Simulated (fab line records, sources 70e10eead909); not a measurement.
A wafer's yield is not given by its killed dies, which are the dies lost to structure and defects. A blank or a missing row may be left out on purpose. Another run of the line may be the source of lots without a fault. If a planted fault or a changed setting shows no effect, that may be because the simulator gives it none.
fab line records	flow nandHarc
record lots=24	wafers=72	lastDay=24
route steps=1159 shown P_CONTACT@218 P_M0@266 P_M1@305 P_M2@338 P_BONDPAD@381
lots untouched by any fault: they come from a run of this same line in which no faults occurred
startH: the number of hours between the record's first day and the start of the first shown wafer of the lot	waitH: hours from the lot's prior step to this one	" repeats the value in the row above	L1.1+2: several wafers, shown together as one row	- no value present, or no start provided	* or withheld: withheld	< > ~ a bound
route shown NAME@n: NAME is a module with steps in the file, n the number in the route of the first one	usual: mean and standard deviation over wafers with no fault	same: alike in all rows	chamber/n: place in a boat	sites: per-site readings	_std_site: standard deviation across them	_edge_site: mean of outer sites minus mean of inner sites	radiusMm: for every site, how far away it sits from the centre of the wafer	mask NAME#n: copy n	behind: tool/chamber where the wafer was last shaped	hold: what put the lot on hold/how long, in hours/how the hold closed	device: names the non-switching transistor (n, p or np)	end of line: tests run on the same wafers once the route is complete	step lacking rows: just its recipe	killed: at the first sort, the dies lost to defects and structure; wafer yield is something else	map: a wafer's dies, x killed, . not, _ none there
set.NAME: the run value of the setting; set.NAME@STEP: its run value at that earlier step	model.NAME: the simulator's own value behind a step, which no gauge read
a sample of lots followed through the steps of the route, with each step as a table and each wafer as a row
services: from which hour (startH, from the record's first day; less than 0 if before it) a tool's chamber was out of use, for how many hours, and why
## steps
# step NHARC_P_CONTACT_DEP_00
# recipe targetThkA=5000	tempC=400	pressureTorr=6.5	rfW=900	teosFlowSccm=161.4	flowSccm=2650	targetThkNm=500	gas=O2	material=SiO2
# usual heaterPowerW=510/72	mfcPrecursorSccm=161.4/0.48	throttleValvePct=15.8/0.48
lot.wafer	tool	chamber	startH	waitH	heaterPowerW	mfcPrecursorSccm	throttleValvePct
L074.1	pecvd-01	0	-	-	548	160.9	16.6
L074.4	"	0	"	"	565	161.4	16.3
L074.5	"	1	"	"	658	160.2	14.9
L077.4	pecvd-01	1	-	-	691	160.5	14.9
L077.6	"	2	"	"	354	162.2	16.4
L077.5	"	0	"	"	497	160.5	16.0
L076.3	pecvd-04	1	-	-	473	161.0	15.6
L076.5	"	2	"	"	445	160.9	16.0
L076.4	"	0	"	"	493	162.0	15.4
L078.2	pecvd-01	0	-	-	518	161.2	15.9
L078.1	"	1	"	"	639	160.7	15.0
L078.6	"	2	"	"	488	161.3	16.4
L075.2	pecvd-04	0	-	-	492	161.5	15.7
L075.4	"	0	"	"	499	161.1	15.7
L075.6	"	1	"	"	431	160.5	15.3
L079.2	pecvd-04	1	-	-	477	161.4	15.5
L079.6	"	1	"	"	485	161.2	15.5
L079.4	"	0	"	"	443	161.7	15.4
L080.2	pecvd-03	2	-	-	486	161.7	16.0
L080.1	"	0	"	"	452	161.5	16.1
L080.6	"	2	"	"	498	161.1	16.4
L081.2	pecvd-01	2	-	-	474	161.9	16.4
L081.3	"	0	"	"	525	161.4	16.1
L081.5	"	2	"	"	354	162.5	16.5
L082.3	pecvd-01	1	-	-	545	161.2	14.9
L082.1	"	2	"	"	460	161.4	16.3
L082.6	"	2	"	"	485	161.6	16.0
L083.1	pecvd-01	0	-	-	532	160.7	16.2
L083.3	"	1	"	"	627	161.0	15.3
L083.5	"	2	"	"	397	161.3	16.5
L087.4	pecvd-04	2	-	-	495	160.8	16.2
L087.5	"	0	"	"	495	161.4	15.7
L087.6	"	1	"	"	512	161.8	15.4
L086.2	pecvd-01	0	-	-	598	160.5	16.4
L086.5	"	1	"	"	528	161.3	15.0
L086.4	"	0	"	"	462	160.5	16.2
L084.1	pecvd-04	1	-	-	432	162.1	15.5
L084.2	"	2	"	"	566	162.3	16.1
L084.4	"	1	"	"	472	162.1	15.6
L085.1	pecvd-04	0	-	-	500	161.5	15.8
L085.3	"	2	"	"	530	161.6	16.2
L085.5	"	1	"	"	527	161.9	15.5
L088.3	pecvd-04	1	-	-	500	161.1	15.3
L088.6	"	2	"	"	523	161.8	16.2
L088.4	"	1	"	"	514	161.1	15.7
L089.1	pecvd-03	1	-	-	484	161.2	15.9
L089.5	"	1	"	"	509	161.2	16.2
L089.6	"	2	"	"	482	161.3	16.3
L090.3	pecvd-01	0	-	-	584	161.4	16.3
L090.1	"	1	"	"	619	161.4	14.8
L090.2	"	2	"	"	462	161.0	16.0
L091.3	pecvd-01	2	-	-	490	161.6	16.5
L091.6	"	2	"	"	355	161.5	16.5
L091.5	"	0	"	"	514	161.2	16.2
L093.2	pecvd-03	2	-	-	542	160.7	16.1
L093.4	"	0	"	"	440	161.4	16.0
L093.6	"	1	"	"	457	160.4	15.9
L092.1	pecvd-03	2	-	-	463	160.3	16.3
L092.3	"	0	"	"	446	161.5	16.0
L092.4	"	1	"	"	454	161.1	16.0
L094.1	pecvd-03	1	-	-	459	161.6	15.8
L094.2	"	2	"	"	528	161.0	16.1
L094.5	"	0	"	"	469	161.6	16.2
L096.3	pecvd-04	0	-	-	419	161.0	15.8
L096.1	"	2	"	"	590	161.6	15.8
L096.5	"	1	"	"	544	161.9	15.6
L095.2	pecvd-04	2	-	-	567	160.9	15.9
L095.6	"	0	"	"	450	161.5	15.2
L095.4	"	1	"	"	487	161.8	15.7
L097.1	pecvd-01	0	-	-	554	161.4	16.4
L097.2	"	1	"	"	633	161.6	14.5
L097.3	"	2	"	"	455	161.4	15.8
# step NHARC_P_M0_DESCUM_14
# recipe timeS=3	o2FlowSccm=200	arFlowSccm=0	biasPowerW=0	chemistry=O2
# usual drypumpMotorCurrentA=5.8/0.47	oesProductAu=0.996/0.011	rfVppV=57.8/0.86	showerheadPlenumPTorr=1.94/0.054	throttleValvePct=11.311/0.01
lot.wafer	tool	chamber	startH	waitH	drypumpMotorCurrentA	oesProductAu	rfHoursCounterH	rfVppV	showerheadPlenumPTorr	throttleValvePct
L074.4	rieDiel-05	0	110.71	0.1	5.3	1.007	8	57.5	1.94	11.328
L074.1	"	2	"	"	6.4	0.997	8	56.8	1.85	11.323
L074.5	"	1	"	"	5.1	0.993	-	58.0	1.97	11.332
L077.4	rieDiel-05	2	134.95	0.1	6.4	1.007	9	57.3	1.85	11.305
L077.5	"	2	"	"	6.4	1.003	-	57.3	1.85	11.314
L077.6	"	3	"	"	6.0	1.001	-	58.5	2.00	11.305
L076.3	rieDiel-07	2	135.50	0.1	5.8	0.990	4	58.6	1.99	11.330
L076.4	"	1	"	"	5.4	1.012	4	57.5	2.02	11.308
L076.5	"	2	"	"	5.8	0.999	-	57.5	1.99	11.308
L078.1	rieDiel-05	2	138.66	0.1	6.4	1.002	9	57.1	1.85	11.311
L078.2	"	0	"	"	5.4	1.020	9	56.8	1.94	11.320
L078.6	"	2	"	"	6.4	1.000	-	56.5	1.85	11.310
L075.4	rieDiel-06	2	138.91	0.1	5.9	0.997	7	56.7	1.93	11.319
L075.2	"	0	"	"	6.2	1.000	5	56.5	1.89	11.337
L075.6	"	2	"	"	5.9	1.009	-	57.3	1.93	11.319
L079.2	rieDiel-05	1	153.70	0.1	5.2	0.998	12	57.7	1.97	11.301
L079.4	"	2	"	"	6.4	0.990	10	57.6	1.85	11.307
L079.6	"	1	"	"	5.2	0.996	-	59.2	1.97	11.309
L080.2	rieDiel-05	2	156.41	0.1	6.4	0.990	11	57.3	1.85	11.316
L080.1	"	0	"	"	5.3	1.004	11	57.9	1.94	11.305
L080.6	"	1	"	"	5.2	0.985	-	57.9	1.97	11.304
L081.3	rieDiel-05	0	157.59	0.1	5.3	1.001	11	58.1	1.94	11.312
L081.2	"	2	"	"	6.5	0.995	11	57.6	1.85	11.318
L081.5	"	3	"	"	5.9	1.001	-	58.1	2.00	11.306
L082.1	rieDiel-05	0	161.94	0.1	5.3	1.010	12	57.8	1.94	11.313
L082.3	"	1	"	"	5.2	0.987	13	58.5	1.97	11.311
L082.6	"	0	"	"	5.3	1.007	-	58.7	1.94	11.318
L083.1	rieDiel-05	2	175.22	0.1	6.5	0.997	0	56.6	1.85	11.309
L083.3	"	3	"	"	5.9	1.010	0	57.8	2.00	11.330
L083.5	"	1	"	"	5.2	0.968	-	59.4	1.97	11.316
L087.4	rieDiel-05	2	192.07	0.1	6.4	0.990	1	56.0	1.85	11.309
L087.5	"	1	"	"	5.1	0.988	-	59.2	1.97	11.315
L087.6	"	2	"	"	6.4	0.997	-	57.3	1.85	11.309
L086.2	rieDiel-07	2	192.21	0.1	5.8	0.999	8	58.3	1.99	11.306
L086.4	"	0	"	"	6.4	1.007	9	57.0	1.92	11.295
L086.5	"	3	"	"	5.4	1.004	-	58.7	1.97	11.313
L084.1	rieDiel-05	0	192.51	0.1	5.3	0.991	1	58.4	1.94	11.316
L084.2	"	1	"	"	5.1	0.985	1	57.3	1.97	11.306
L084.4	"	2	"	"	6.5	0.986	1	57.4	1.85	11.323
L085.3	rieDiel-06	1	202.26	0.1	5.9	0.992	9	58.0	1.92	11.301
L085.1	"	0	"	"	6.2	0.993	9	57.1	1.89	11.311
L085.5	"	2	"	"	5.9	1.012	-	57.6	1.93	11.308
L088.4	rieDiel-05	0	206.46	0.1	5.3	0.985	2	57.1	1.94	11.316
L088.3	"	2	"	"	6.5	0.999	2	58.4	1.85	11.319
L088.6	"	0	"	"	5.3	0.989	-	56.0	1.93	11.309
L089.1	rieDiel-05	1	207.24	0.1	5.2	0.971	2	59.8	1.97	11.321
L089.6	"	1	"	"	5.1	0.978	-	57.5	1.97	11.300
L089.5	"	2	"	"	6.4	0.977	-	58.0	1.85	11.324
L090.3	rieDiel-06	2	211.70	0.1	5.8	1.005	10	59.4	1.93	11.306
L090.2	"	0	"	"	6.2	0.990	10	57.7	1.89	11.299
L090.1	"	1	"	"	5.9	0.997	9	57.3	1.92	11.348
L091.3	rieDiel-05	3	215.26	0.1	5.9	1.005	3	57.8	2.00	11.304
L091.6	"	2	"	"	6.4	0.987	-	56.0	1.85	11.327
L091.5	"	3	"	"	6.0	1.002	-	57.3	2.00	11.316
L093.2	rieDiel-05	0	224.78	0.1	5.3	1.000	3	58.0	1.93	11.309
L093.4	"	0	"	"	5.3	0.990	-	57.2	1.93	11.318
L093.6	"	2	"	"	6.5	0.987	-	56.9	1.85	11.320
L092.3	rieDiel-05	2	225.35	0.1	6.5	0.980	3	57.7	1.85	11.303
L092.1	"	0	"	"	5.3	0.986	3	58.5	1.93	11.309
L092.4	"	2	"	"	6.5	0.973	-	56.9	1.85	11.316
L094.1	rieDiel-06	0	230.77	0.1	6.2	1.013	11	57.7	1.89	11.311
L094.2	"	1	"	"	5.9	1.005	11	58.1	1.92	11.321
L094.5	"	1	"	"	5.9	1.010	-	57.3	1.92	11.305
L096.3	rieDiel-07	0	242.25	0.1	6.4	1.005	1	59.4	1.92	11.297
L096.1	"	1	"	"	5.4	1.005	1	58.1	2.02	11.308
L096.5	"	3	"	"	5.4	0.989	-	57.1	1.97	11.322
L095.2	rieDiel-05	2	242.78	0.1	6.5	0.987	5	57.5	1.85	11.303
L095.4	"	3	"	"	5.9	1.009	5	57.9	2.00	11.305
L095.6	"	2	"	"	6.4	0.973	-	56.7	1.85	11.309
L097.3	rieDiel-07	3	265.78	0.1	5.4	0.994	2	58.7	1.97	11.320
L097.1	"	0	"	"	6.4	1.005	1	57.7	1.92	11.303
L097.2	"	1	"	"	5.4	1.016	1	57.3	2.02	11.300
# step NHARC_P_M0_CD_MEAS_16
# usual cdNm=90.2/0.87
lot.wafer	tool	chamber	startH	waitH	cdNm
L074.1	cdSem-03	-	111.01	-	91.4
L074.4	"	-	"	"	91.4
L074.5	"	-	"	"	91.1
L077.4	cdSem-02	-	135.26	-	89.5
L077.5	"	-	"	"	89.1
L077.6	"	-	"	"	90.3
L076.3	cdSem-02	-	135.81	-	89.3
L076.4	"	-	"	"	87.4
L076.5	"	-	"	"	89.9
L078.1	cdSem-02	-	138.96	-	91.0
L078.2	"	-	"	"	91.6
L078.6	"	-	"	"	91.2
L075.2	cdSem-03	-	139.21	-	89.0
L075.4	"	-	"	"	89.1
L075.6	"	-	"	"	89.3
L079.2	cdSem-03	-	154.00	-	91.2
L079.4	"	-	"	"	90.4
L079.6	"	-	"	"	90.6
L080.1	cdSem-01	-	156.72	-	90.8
L080.2	"	-	"	"	89.9
L080.6	"	-	"	"	90.8
L081.2	cdSem-01	-	157.89	-	89.4
L081.3	"	-	"	"	89.7
L081.5	"	-	"	"	90.8
L082.1	cdSem-02	-	162.24	-	89.1
L082.3	"	-	"	"	88.8
L082.6	"	-	"	"	88.7
L083.1	cdSem-01	-	175.56	-	89.7
L083.3	"	-	"	"	91.0
L083.5	"	-	"	"	91.1
L087.4	cdSem-02	-	192.36	-	89.5
L087.5	"	-	"	"	89.3
L087.6	"	-	"	"	89.3
L086.2	cdSem-02	-	192.51	-	89.8
L086.4	"	-	"	"	88.6
L086.5	"	-	"	"	89.8
L084.1	cdSem-01	-	192.80	-	90.0
L084.2	"	-	"	"	91.5
L084.4	"	-	"	"	90.8
L085.1	cdSem-01	-	202.56	-	89.9
L085.3	"	-	"	"	89.5
L085.5	"	-	"	"	90.0
L088.3	cdSem-02	-	206.77	-	89.3
L088.4	"	-	"	"	90.3
L088.6	"	-	"	"	89.9
L089.1	cdSem-01	-	207.57	-	90.7
L089.5	"	-	"	"	90.5
L089.6	"	-	"	"	91.4
L090.1	cdSem-03	-	212.00	-	88.5
L090.2	"	-	"	"	88.4
L090.3	"	-	"	"	90.1
L091.3	cdSem-02	-	215.56	-	90.0
L091.5	"	-	"	"	91.0
L091.6	"	-	"	"	89.8
L093.2	cdSem-02	-	225.13	-	90.5
L093.4	"	-	"	"	90.7
L093.6	"	-	"	"	87.9
L092.1	cdSem-01	-	225.70	-	91.1
L092.3	"	-	"	"	89.6
L092.4	"	-	"	"	89.6
L094.1	cdSem-03	-	231.11	-	90.8
L094.2	"	-	"	"	90.7
L094.5	"	-	"	"	90.3
L096.1	cdSem-03	-	242.54	-	90.8
L096.3	"	-	"	"	89.9
L096.5	"	-	"	"	90.0
L095.2	cdSem-01	-	243.09	-	89.1
L095.4	"	-	"	"	91.1
L095.6	"	-	"	"	88.9
L097.1	cdSem-02	-	266.07	-	91.1
L097.2	"	-	"	"	90.3
L097.3	"	-	"	"	89.2
# step NHARC_P_M1_DEGAS_29
# recipe tempC=250	timeS=60
# usual heaterPowerW=356/54
lot.wafer	tool	chamber	startH	waitH	heaterPowerW
L074.1	pvdSputter-02	-	115.85	-	354
L074.4	"	-	"	"	319
L074.5	"	-	"	"	350
L077.4	pvdSputter-03	-	140.13	-	397
L077.6	"	-	"	"	351
L077.5	"	-	"	"	398
L076.3	pvdSputter-01	-	140.76	-	335
L076.4	"	-	"	"	406
L076.5	"	-	"	"	315
L078.1	pvdSputter-01	-	143.79	-	342
L078.2	"	-	"	"	393
L078.6	"	-	"	"	330
L075.2	pvdSputter-02	-	143.93	-	478
L075.4	"	-	"	"	352
L075.6	"	-	"	"	350
L079.4	pvdSputter-02	-	158.79	-	492
L079.2	"	-	"	"	343
L079.6	"	-	"	"	466
L080.2	pvdSputter-03	-	161.59	-	392
L080.1	"	-	"	"	351
L080.6	"	-	"	"	378
L081.2	pvdSputter-02	-	162.66	-	299
L081.3	"	-	"	"	482
L081.5	"	-	"	"	320
L082.1	pvdSputter-02	-	167.00	-	477
L082.3	"	-	"	"	321
L082.6	"	-	"	"	483
L083.3	pvdSputter-02	-	180.35	-	346
L083.1	"	-	"	"	294
L083.5	"	-	"	"	346
L087.4	pvdSputter-01	-	197.23	-	349
L087.5	"	-	"	"	334
L087.6	"	-	"	"	357
L086.4	pvdSputter-03	-	197.60	-	307
L086.2	"	-	"	"	397
L086.5	"	-	"	"	363
L084.1	pvdSputter-02	-	197.72	-	353
L084.4	"	-	"	"	320
L084.2	"	-	"	"	496
L085.3	pvdSputter-03	-	207.26	-	342
L085.1	"	-	"	"	401
L085.5	"	-	"	"	339
L088.4	pvdSputter-02	-	212.98	-	481
L088.3	"	-	"	"	315
L088.6	"	-	"	"	482
L089.1	pvdSputter-03	-	213.57	-	396
L089.6	"	-	"	"	395
L089.5	"	-	"	"	373
L090.3	pvdSputter-03	-	216.87	-	345
L090.2	"	-	"	"	403
L090.1	"	-	"	"	375
L091.3	pvdSputter-01	-	220.75	-	415
L091.5	"	-	"	"	348
L091.6	"	-	"	"	326
L093.4	pvdSputter-03	-	229.93	-	346
L093.2	"	-	"	"	370
L093.6	"	-	"	"	343
L092.4	pvdSputter-02	-	230.58	-	330
L092.3	"	-	"	"	320
L092.1	"	-	"	"	475
L094.2	pvdSputter-01	-	236.14	-	329
L094.1	"	-	"	"	355
L094.5	"	-	"	"	330
L096.1	pvdSputter-01	-	247.43	-	409
L096.3	"	-	"	"	341
L096.5	"	-	"	"	338
L095.4	pvdSputter-02	-	248.13	-	477
L095.2	"	-	"	"	343
L095.6	"	-	"	"	283
L097.3	pvdSputter-02	-	271.04	-	320
L097.1	"	-	"	"	278
L097.2	"	-	"	"	466
# step NHARC_P_M2_DEGAS_29
# recipe tempC=250	timeS=60
# usual heaterPowerW=356/47
lot.wafer	tool	chamber	startH	waitH	heaterPowerW
L074.4	pvdSputter-03	-	120.02	-	395
L074.1	"	-	"	"	306
L074.5	"	-	"	"	345
L077.4	pvdSputter-02	-	144.54	-	296
L077.6	"	-	"	"	317
L077.5	"	-	"	"	298
L076.4	pvdSputter-03	-	145.05	-	305
L076.3	"	-	"	"	347
L076.5	"	-	"	"	406
L078.2	pvdSputter-01	-	148.05	-	343
L078.1	"	-	"	"	312
L078.6	"	-	"	"	391
L075.2	pvdSputter-03	-	148.45	-	399
L075.4	"	-	"	"	379
L075.6	"	-	"	"	402
L079.2	pvdSputter-03	-	163.07	-	376
L079.4	"	-	"	"	342
L079.6	"	-	"	"	301
L080.2	pvdSputter-02	-	165.82	-	353
L080.1	"	-	"	"	324
L080.6	"	-	"	"	294
L081.3	pvdSputter-02	-	166.82	-	342
L081.2	"	-	"	"	319
L081.5	"	-	"	"	476
L082.1	pvdSputter-02	-	171.44	-	288
L082.3	"	-	"	"	320
L082.6	"	-	"	"	478
L083.1	pvdSputter-03	-	184.47	-	393
L083.3	"	-	"	"	374
L083.5	"	-	"	"	391
L087.4	pvdSputter-03	-	201.40	-	350
L087.6	"	-	"	"	363
L087.5	"	-	"	"	311
L086.2	pvdSputter-02	-	201.93	-	324
L086.4	"	-	"	"	297
L086.5	"	-	"	"	356
L084.1	pvdSputter-01	-	202.37	-	357
L084.4	"	-	"	"	400
L084.2	"	-	"	"	332
L085.3	pvdSputter-01	-	211.44	-	329
L085.1	"	-	"	"	350
L085.5	"	-	"	"	331
L088.3	pvdSputter-01	-	217.42	-	412
L088.4	"	-	"	"	339
L088.6	"	-	"	"	345
L089.1	pvdSputter-01	-	217.91	-	344
L089.6	"	-	"	"	393
L089.5	"	-	"	"	330
L090.1	pvdSputter-03	-	220.92	-	402
L090.3	"	-	"	"	363
L090.2	"	-	"	"	337
L091.3	pvdSputter-01	-	224.95	-	341
L091.5	"	-	"	"	343
L091.6	"	-	"	"	333
L093.4	pvdSputter-01	-	234.18	-	325
L093.2	"	-	"	"	414
L093.6	"	-	"	"	328
L092.1	pvdSputter-02	-	234.78	-	328
L092.4	"	-	"	"	333
L092.3	"	-	"	"	298
L094.2	pvdSputter-01	-	240.32	-	343
L094.1	"	-	"	"	329
L094.5	"	-	"	"	346
L096.1	pvdSputter-01	-	251.72	-	325
L096.3	"	-	"	"	358
L096.5	"	-	"	"	354
L095.4	pvdSputter-02	-	252.16	-	326
L095.2	"	-	"	"	475
L095.6	"	-	"	"	329
L097.2	pvdSputter-02	-	275.22	-	289
L097.3	"	-	"	"	472
L097.1	"	-	"	"	336
# step NHARC_P_BONDPAD_THK_MEAS_20
# recipe thkMeasGauge=xrf
# usual thkNm=160.9/1.4
lot.wafer	tool	chamber	startH	waitH	thkNm
L074.1	filmMetro-01	-	125.99	-	160.3
L074.4	"	-	"	"	159.6
L074.5	"	-	"	"	159.6
L077.4	filmMetro-02	-	150.92	-	162.6
L077.5	"	-	"	"	161.6
L077.6	"	-	"	"	162.0
L076.3	filmMetro-01	-	151.15	-	160.1
L076.4	"	-	"	"	161.7
L076.5	"	-	"	"	162.1
L078.1	filmMetro-02	-	154.08	-	160.3
L078.2	"	-	"	"	160.5
L078.6	"	-	"	"	158.6
L075.2	filmMetro-01	-	154.40	-	161.0
L075.4	"	-	"	"	160.6
L075.6	"	-	"	"	159.5
L079.2	filmMetro-02	-	170.01	-	161.5
L079.4	"	-	"	"	161.0
L079.6	"	-	"	"	160.6
L080.1	filmMetro-01	-	171.98	-	158.8
L080.2	"	-	"	"	158.7
L080.6	"	-	"	"	160.0
L081.2	filmMetro-02	-	172.76	-	163.0
L081.3	"	-	"	"	162.9
L081.5	"	-	"	"	161.0
L082.1	filmMetro-01	-	177.35	-	161.4
L082.3	"	-	"	"	160.0
L082.6	"	-	"	"	161.4
L083.1	filmMetro-01	-	190.42	-	160.9
L083.3	"	-	"	"	162.9
L083.5	"	-	"	"	160.0
L087.4	filmMetro-01	-	207.55	-	159.9
L087.5	"	-	"	"	162.9
L087.6	"	-	"	"	162.0
L086.2	filmMetro-02	-	208.28	-	158.3
L086.4	"	-	"	"	160.6
L086.5	"	-	"	"	157.8
L084.1	filmMetro-02	-	209.56	-	156.9
L084.2	"	-	"	"	160.8
L084.4	"	-	"	"	161.8
L085.1	filmMetro-01	-	217.39	-	160.0
L085.3	"	-	"	"	160.7
L085.5	"	-	"	"	161.1
L088.3	filmMetro-01	-	223.21	-	163.1
L088.4	"	-	"	"	161.8
L088.6	"	-	"	"	160.7
L089.1	filmMetro-02	-	223.77	-	160.6
L089.5	"	-	"	"	160.4
L089.6	"	-	"	"	163.1
L090.1	filmMetro-02	-	228.47	-	158.0
L090.2	"	-	"	"	163.1
L090.3	"	-	"	"	163.2
L091.3	filmMetro-02	-	231.02	-	159.8
L091.5	"	-	"	"	163.8
L091.6	"	-	"	"	161.4
L093.2	filmMetro-02	-	240.11	-	163.1
L093.4	"	-	"	"	160.9
L093.6	"	-	"	"	161.7
L092.1	filmMetro-02	-	240.72	-	160.0
L092.3	"	-	"	"	161.1
L092.4	"	-	"	"	159.5
L094.1	filmMetro-01	-	246.27	-	159.7
L094.2	"	-	"	"	158.5
L094.5	"	-	"	"	156.3
L096.1	filmMetro-01	-	257.65	-	163.3
L096.3	"	-	"	"	160.2
L096.5	"	-	"	"	160.3
L095.2	filmMetro-01	-	258.39	-	161.1
L095.4	"	-	"	"	160.2
L095.6	"	-	"	"	161.2
L097.1	filmMetro-01	-	284.13	-	160.3
L097.2	"	-	"	"	161.6
L097.3	"	-	"	"	159.5
## services
tool	chamber	startH	hours	kind
rieDiel-06	0	89.64	9.4	repair
rieDiel-07	3	95.64	9.9	repair
pvdSputter-03	-	102.00	10.0	pm
pecvd-01	-	107.77	2.6	repair
pecvd-03	-	111.06	13.0	pm
pvdSputter-01	-	121.76	0.5	repair
pecvd-03	-	129.03	1.9	repair
rieDiel-05	2	146.92	5.3	repair
pvdSputter-01	-	150.09	2.0	repair
rieDiel-06	1	155.88	1.4	repair
pvdSputter-01	-	158.00	10.0	pm
rieDiel-05	-	163.60	9.0	pm
pvdSputter-03	-	164.64	4.3	repair
pecvd-04	-	188.84	1.5	repair
pecvd-04	-	195.27	13.0	pm
pvdSputter-02	-	214.02	10.0	pm
rieDiel-07	0	220.31	14.3	repair
rieDiel-05	3	223.78	5.4	repair
rieDiel-07	-	228.20	9.0	pm
pecvd-04	2	236.04	5.6	repair
pecvd-01	-	237.19	13.0	pm
rieDiel-06	-	241.20	9.0	pm
pvdSputter-03	-	249.94	2.9	repair
rieDiel-05	2	262.83	8.4	repair
## key
fault none
